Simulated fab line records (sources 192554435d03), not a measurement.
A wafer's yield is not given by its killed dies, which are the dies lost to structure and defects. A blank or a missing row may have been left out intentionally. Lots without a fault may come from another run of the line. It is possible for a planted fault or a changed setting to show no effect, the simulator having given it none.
8D (eight disciplines) problem report, filled in by code || flow n5Finfet || the parts of the form that need people (team, actions taken, sign-off) are left out

1. WHAT WENT WRONG
VT_N_LONG at N5_BEOL_M4_RC_MEAS_101 reads a mean of 355.4 mV on 4 wafers of 3 lots; wafers without a fault read 274.5 mV with a standard deviation of 1.7. That is +48 standard deviations from the usual mean.
Earliest sighting: wafer L337.2 on prober-02 at day 13 08:45. The record has a number at this step for 25 wafers belonging to 9 lots. Rule for "out" (also "out of limits"): further than 4 standard deviations from the usual mean. The other wafers with a number count as sound.

2. WHAT IT IS; WHAT IT IS NOT
{"question": "which readings at this step", "is": "VT_N_LONG, IOFF_N, IOFF_N_85C, IOFF_N_LIN, IOFF_N_LONG, IOFF_P, IOFF_P_85C, IOFF_P_LIN, IOFF_P_LONG, ION_N, VT_N, VT_N_LVT, VT_P, VT_P_LONG, VT_P_LVT", "is not": "DIBL_N, DIBL_P, SS_N, SS_P"}
{"question": "which lots", "is": "L337, L339, L341", "is not": "L319, L324, L325, L326, L328, L329"}
{"question": "which wafers of those lots", "is": "L337.2, L337.4, L339.4, L341.4", "is not": "L337.3, L339.3, L341.1"}
{"question": "read on which gauges", "is": "prober-01, prober-02", "is not": "-"}
{"question": "when", "is": "from day 13 08:45", "is not": "up to then (19 sound wafers); but 2 sound wafers of L339, L341 came after"}

3. THE SUSPECTS, EACH WITH WHAT RULES IT OUT
Counting: any tool at a process step up to the reading remains a suspect provided it ran every lot that is out. Sound lots after the first of them don't rule it out here, since some wafers of a struck lot are sound.
- the gauge at N5_BEOL_M4_RC_MEAS_101 is ruled out. Those wafers that are out were read across 2 gauges (prober-01, prober-02).
- aldMetal-03 at N5_HKMG_FIN_NWFM_ALD_20 (deposits TiAlC, target thk 2 nm, pulse time 3 s, purge time 2 s): kept. It processed each lot that is out (first: L337, day 8 23:08); up to then, its last sound lot is L325 (day 6 00:40).
- cvdW-02 at N5_HKMG_FIN_ALD_72 (deposits W, target thk 2 nm, pulse time 1 s, purge time 2 s): kept. It processed each lot that is out (first: L337, day 9 00:41); up to then, its last sound lot is L328 (day 6 21:04).
The count leaves cvdW-02 at N5_HKMG_FIN_ALD_72 and aldMetal-03 at N5_HKMG_FIN_NWFM_ALD_20.

4. THE CAUSE (what the simulator had put in)
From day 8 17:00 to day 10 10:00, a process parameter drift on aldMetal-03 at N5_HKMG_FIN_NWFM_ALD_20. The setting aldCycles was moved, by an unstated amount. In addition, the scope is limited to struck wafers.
Of the 2 suspects that counting leaves, this tool is one.

5. THE EFFECT CHAIN, in route order
Rows list readings where the struck wafers' mean (over those with a number) sits beyond 3 standard deviations from the usual. Scope: only readings with a usual standard deviation given in the record; hours: median across lots of the time from each lot's start at the first step in this table that gives one to its start at this step; sigmas: change in usual standard deviations.
{"hours": 0, "step": "N5_BEOL_M4_RC_MEAS_101", "reading": "IOFF_N", "usual": "0.16 nA/um", "on struck wafers": 0.01, "change": -0.15, "sigmas": -4.2}
{"hours": 0, "step": "N5_BEOL_M4_RC_MEAS_101", "reading": "IOFF_N_85C", "usual": "3.2 nA/um", "on struck wafers": 0.4, "change": -2.8, "sigmas": -4.8}
{"hours": 0, "step": "N5_BEOL_M4_RC_MEAS_101", "reading": "IOFF_N_LIN", "usual": "0.076 nA/um", "on struck wafers": 0.005, "change": -0.071, "sigmas": -5.4}
{"hours": 0, "step": "N5_BEOL_M4_RC_MEAS_101", "reading": "IOFF_N_LONG", "usual": "5.57e-05 nA/um", "on struck wafers": 2.18e-05, "change": -3.39e-05, "sigmas": -14}
{"hours": 0, "step": "N5_BEOL_M4_RC_MEAS_101", "reading": "IOFF_P", "usual": "0.21 nA/um", "on struck wafers": 0.54, "change": "+0.33", "sigmas": "+8.8"}
{"hours": 0, "step": "N5_BEOL_M4_RC_MEAS_101", "reading": "IOFF_P_85C", "usual": "3.7 nA/um", "on struck wafers": 8.1, "change": "+4.4", "sigmas": "+8.1"}
{"hours": 0, "step": "N5_BEOL_M4_RC_MEAS_101", "reading": "IOFF_P_LIN", "usual": "0.099 nA/um", "on struck wafers": 0.242, "change": "+0.143", "sigmas": "+11"}
{"hours": 0, "step": "N5_BEOL_M4_RC_MEAS_101", "reading": "IOFF_P_LONG", "usual": "0.000106 nA/um", "on struck wafers": 0.000202, "change": "+0.000096", "sigmas": "+13"}
{"hours": 0, "step": "N5_BEOL_M4_RC_MEAS_101", "reading": "ION_N", "usual": "672 uA/um", "on struck wafers": 503, "change": -169, "sigmas": -14}
{"hours": 0, "step": "N5_BEOL_M4_RC_MEAS_101", "reading": "ION_P", "usual": "459 uA/um", "on struck wafers": 498, "change": "+39", "sigmas": "+5.5"}
{"hours": 0, "step": "N5_BEOL_M4_RC_MEAS_101", "reading": "VT_N", "usual": "250 mV", "on struck wafers": 327, "change": "+77", "sigmas": "+23"}
{"hours": 0, "step": "N5_BEOL_M4_RC_MEAS_101", "reading": "VT_N_LONG", "usual": "274.5 mV", "on struck wafers": 355.4, "change": "+80.9", "sigmas": "+48"}
{"hours": 0, "step": "N5_BEOL_M4_RC_MEAS_101", "reading": "VT_N_LVT", "usual": "98 mV", "on struck wafers": 174, "change": "+76", "sigmas": "+22"}
{"hours": 0, "step": "N5_BEOL_M4_RC_MEAS_101", "reading": "VT_P", "usual": "-250.5 mV", "on struck wafers": -227.5, "change": "+23.0", "sigmas": "+7.9"}
{"hours": 0, "step": "N5_BEOL_M4_RC_MEAS_101", "reading": "VT_P_LONG", "usual": "-275.7 mV", "on struck wafers": -252.9, "change": "+22.8", "sigmas": "+8.4"}
{"hours": 0, "step": "N5_BEOL_M4_RC_MEAS_101", "reading": "VT_P_LVT", "usual": "-99.0 mV", "on struck wafers": -75.2, "change": "+23.8", "sigmas": "+8.2"}
{"hours": 114, "step": "N5_PASSIVATION_PROBE_49", "reading": "sort_bin_4_leakage", "usual": "0.00 %", "on struck wafers": 19.91, "change": "+19.91", "sigmas": "+99 or more"}
{"hours": 114, "step": "N5_PASSIVATION_PROBE_49", "reading": "sort_bin_8_speed", "usual": "0.1 %", "on struck wafers": 72.7, "change": "+72.6", "sigmas": "+66"}
{"hours": 114, "step": "N5_PASSIVATION_PROBE_49", "reading": "sortNPass", "usual": 1077, "on struck wafers": 0, "change": -1077, "sigmas": -51}
{"hours": 114, "step": "N5_PASSIVATION_PROBE_49", "reading": "sortYieldPct", "usual": "91.3 %", "on struck wafers": 0.0, "change": -91.3, "sigmas": -54}
Its process steps:
- N5_PASSIVATION_PROBE_49

6. HOW IT WOULD HAVE BEEN CAUGHT EARLIER
The first out-of-limits reading at a measuring or inspecting step in this record came at day 13 08:45, 112 hours after the fault's start at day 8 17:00.
Tool readings at N5_HKMG_FIN_NWFM_ALD_20 with a usual standard deviation given in the record: none out on any struck wafer, hence no alarm at a limit of 4 standard deviations on them.
Lots out: 3; all had begun N5_HKMG_FIN_NWFM_ALD_20 on aldMetal-03 by day 13 08:45. Had the tool been put on hold then, not one of them would have been saved.
